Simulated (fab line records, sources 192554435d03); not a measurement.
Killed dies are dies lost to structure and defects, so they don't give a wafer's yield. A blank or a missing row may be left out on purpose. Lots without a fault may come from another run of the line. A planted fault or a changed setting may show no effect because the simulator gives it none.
A struck lot beside a sound one | flow n5_finfet | 37 steps out of a route of 1938
Sound: wafers L415.1, L415.4, L415.6. Struck: wafer L410.6. (L410.4, L410.5 of the same lot were not struck and are left out.) The cause comes at the end.
At each step with rows: each side's tool, then ch and its chambers, then its first start. Under that, the readings that differ: sound wafers | struck wafers | difference of the means | sigmas: that difference in standard deviations of wafers without a fault.
alike: readings whose means differ by less than 2 such deviations, and words and numbers that are the same on both sides. not compared: withheld readings, readings that some wafer has no value for, bounds like >300 that may hide the same value, and numbers for which the record gives no deviation and whose values overlap.
The two part at a step that has a row with sigmas, a row that says differs or no value, or rows on one side only. Numbers that don't overlap but have no deviation are shown without sigmas and don't part them. A reading that every wafer of one side lacks parts them only if that side has two wafers or more.

first, 9 steps without rows for these wafers: N5_HKMG_FIN_SOFTBAKE_44 (time 60 s); N5_HKMG_FIN_EXPOSE_46 (exposes mask NDIPOLE); N5_HKMG_FIN_PEB_47 (peb time 60 s); N5_HKMG_FIN_DEVELOP_48 (develop time 30 s); N5_HKMG_FIN_DESCUM_53 (chemistry O2, time 7.9 s); N5_HKMG_FIN_ETCH_54 (etches SiARC in CF4, target depth 45.5 nm, time 75.8 s); N5_HKMG_FIN_ETCH_55 (etches SOC in N2/H2, target depth 240 nm, time 300 s); N5_HKMG_FIN_STRIP_56 (strips in N2/H2); N5_HKMG_FIN_STRIP_57 (strips in CF4).
N5_HKMG_FIN_ETCH_58: etches SOC in N2/H2, target depth 215.8 nm, time 741 s.
  sound on rie_diel-03 ch 2,3, day 7 10:19; struck on rie_diel-04 ch 1, day 6 07:40
  reading                                   | sound             | struck | difference | sigmas
  rf_vpp_V (V)                              | 99.8 99.2 98.1    | 96.7   | -2.3       | -3
  run_length_s (s)                          | 764.1 764.3 764.2 | 560.2  | -204.0     | -99 or more
  model.HKMG_FIN.feature_depth_nm (nm)      | 212.2 215 212.8   | 156.4  | -56.9      |
  model.SOC_of_HKMG_FIN_COAT_41.thk_nm (nm) | 88 84.6 87.4      | 142.2  | +55.5      |
  model.etch.depth_nm (nm)                  | 212.3 215.1 212.9 | 156.5  | -56.9      |
  alike: drypump_motor_current_A, oes_product_au, showerhead_plenum_p_Torr, throttle_valve_pct
  not compared: rf_hours_counter_h
N5_HKMG_FIN_STRIP_93: strips SOC in N2/H2, time 20 s.
  sound on rie_diel-03 ch 2,3, day 7 10:44; struck on rie_diel-04 ch 1, day 6 08:05
  reading                                   | sound          | struck | difference | sigmas
  model.SOC_of_HKMG_FIN_COAT_41.thk_nm (nm) | 77.8 74.4 77.4 | 132    | +55        |
  alike: drypump_motor_current_A, oes_product_au, rf_vpp_V, showerhead_plenum_p_Torr, throttle_valve_pct
  not compared: rf_hours_counter_h
then, 24 steps without rows for these wafers: N5_HKMG_FIN_WET_ETCH_76 (etches Al2O3 in dNH4OH, stops on La2O3, target depth 2.25 nm, rinse time 30 s); N5_HKMG_FIN_STRIP_60 (strips in N2/H2, time 360 s); N5_HKMG_FIN_WET_ETCH_77 (etches La2O3 in dHCl, stops on HfO2, target depth 2 nm); N5_HKMG_FIN_WET_ETCH_78 (etches Al2O3 in dNH4OH, stops on La2O3, target depth 4.5 nm, rinse time 30 s); N5_HKMG_FIN_ALD_79 (deposits TiN, target thk 1.5 nm, pulse time 1 s, purge time 3 s); N5_HKMG_FIN_CVD_62 (deposits a-Si from Si2H6, target thk 3 nm, time 20.8 s); N5_HKMG_FIN_RTA_80 (time 2 s); N5_HKMG_FIN_PRECLEAN_64 (cleans in dHF, time 30 s); N5_HKMG_FIN_WET_ETCH_65 (etches a-Si in TMAH, stops on TiN, time 49 s, target depth 3 nm); N5_HKMG_FIN_WET_ETCH_81 (etches TiN in SC1, stops on HfO2, time 57 s, target depth 6 nm); N5_HKMG_FIN_WET_ETCH_82 (etches La2O3 in dHCl, stops on HfO2, target depth 2 nm, rinse time 30 s); N5_HKMG_FIN_ALD_36 (deposits TiN, target thk 1 nm, pulse time 1 s, purge time 3 s); N5_HKMG_FIN_PWFM_ALD_03 (deposits TiN, target thk 2 nm, pulse time 1 s, purge time 3 s); N5_HKMG_FIN_COAT_29 (time 60 s, resist thk 300 nm); N5_HKMG_FIN_COAT_30 (time 60 s, resist thk 35 nm); N5_HKMG_FIN_COAT_06 (resist thk 90 nm); N5_HKMG_FIN_EBR_08; N5_HKMG_FIN_SOFTBAKE_07 (time 60 s); N5_HKMG_FIN_EXPOSE_09 (exposes mask NWFM); N5_HKMG_FIN_PEB_10 (peb time 60 s); N5_HKMG_FIN_DEVELOP_11 (develop time 30 s); N5_HKMG_FIN_DESCUM_17 (chemistry O2, time 7.9 s); N5_HKMG_FIN_ETCH_31 (etches SiARC in CF4, target depth 45.5 nm, time 75.8 s); N5_HKMG_FIN_ETCH_32 (etches SOC in N2/H2, target depth 240 nm, time 300 s).
-- the record jumps here: 4 days lie between the struck wafers' starts before and after (it left off in module HKMG_FIN and takes up again in module BEOL_M4, whose first step shown is number 1111 of the route) --
N5_BEOL_M4_RC_MEAS_101:
  sound on prober-02 ch 0, day 11 02:33; struck on prober-02 ch 0, day 10 02:35
  reading             | sound                      | struck    | difference | sigmas
  IOFF_N (nA/um)      | 0.170 0.157 0.190          | 9.917     | +9.745     | +99 or more
  IOFF_N_85C (nA/um)  | 3.2 3.0 3.6                | 101.3     | +98.0      | +99 or more
  IOFF_N_LIN (nA/um)  | 0.082 0.076 0.088          | 4.760     | +4.678     | +99 or more
  IOFF_N_LONG (nA/um) | 5.83e-05 5.87e-05 5.89e-05 | 0.0030363 | +0.0029777 | +99 or more
  ION_N (uA/um)       | 679 684 680                | 774       | +93        | +10
  VT_N (mV)           | 246 246 246                | 131       | -115       | -38
  VT_N_LONG (mV)      | 273.0 273.7 273.0          | 157.5     | -115.7     | -61
  VT_P_LVT (mV)       | -98 -100 -97               | -111      | -13        | -4
  alike: DIBL_N, DIBL_P, IOFF_P, ION_P, SS_N, SS_P, VT_P
-- the record jumps here: 4 days lie between the struck wafers' starts before and after (it left off in module BEOL_M4 and takes up again in module PASSIVATION, whose first step shown is number 1936 of the route) --
N5_PASSIVATION_PROBE_49:
  sound on prober-01, day 15 14:15; struck on prober-02, day 14 10:00
  reading                | sound          | struck | difference | sigmas
  sort_bin_4_leakage (%) | 0 0 0          | 90.93  | +90.93     |
  sort_n_pass            | 1096 1103 1077 | 0      | -1092      | -68
  sort_yield_pct (%)     | 92.9 93.5 91.3 | 0      | -93        | -66
  alike: defect_limited_yield, killed_at_M0_to_M3, killed_at_M4_up, killed_at_contacts, killed_at_front_end, killed_at_other, killed_dies, killed_open, killed_short, sort_bin_5_function, sort_bin_6_memory

WHERE THEY PART
First at N5_HKMG_FIN_ETCH_58; last, within this record, at N5_PASSIVATION_PROBE_49.

WHY: what the simulator had put in
Process parameter drift: rie_diel-04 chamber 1, from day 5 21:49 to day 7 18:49, at N5_HKMG_FIN_ETCH_58. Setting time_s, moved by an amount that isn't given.
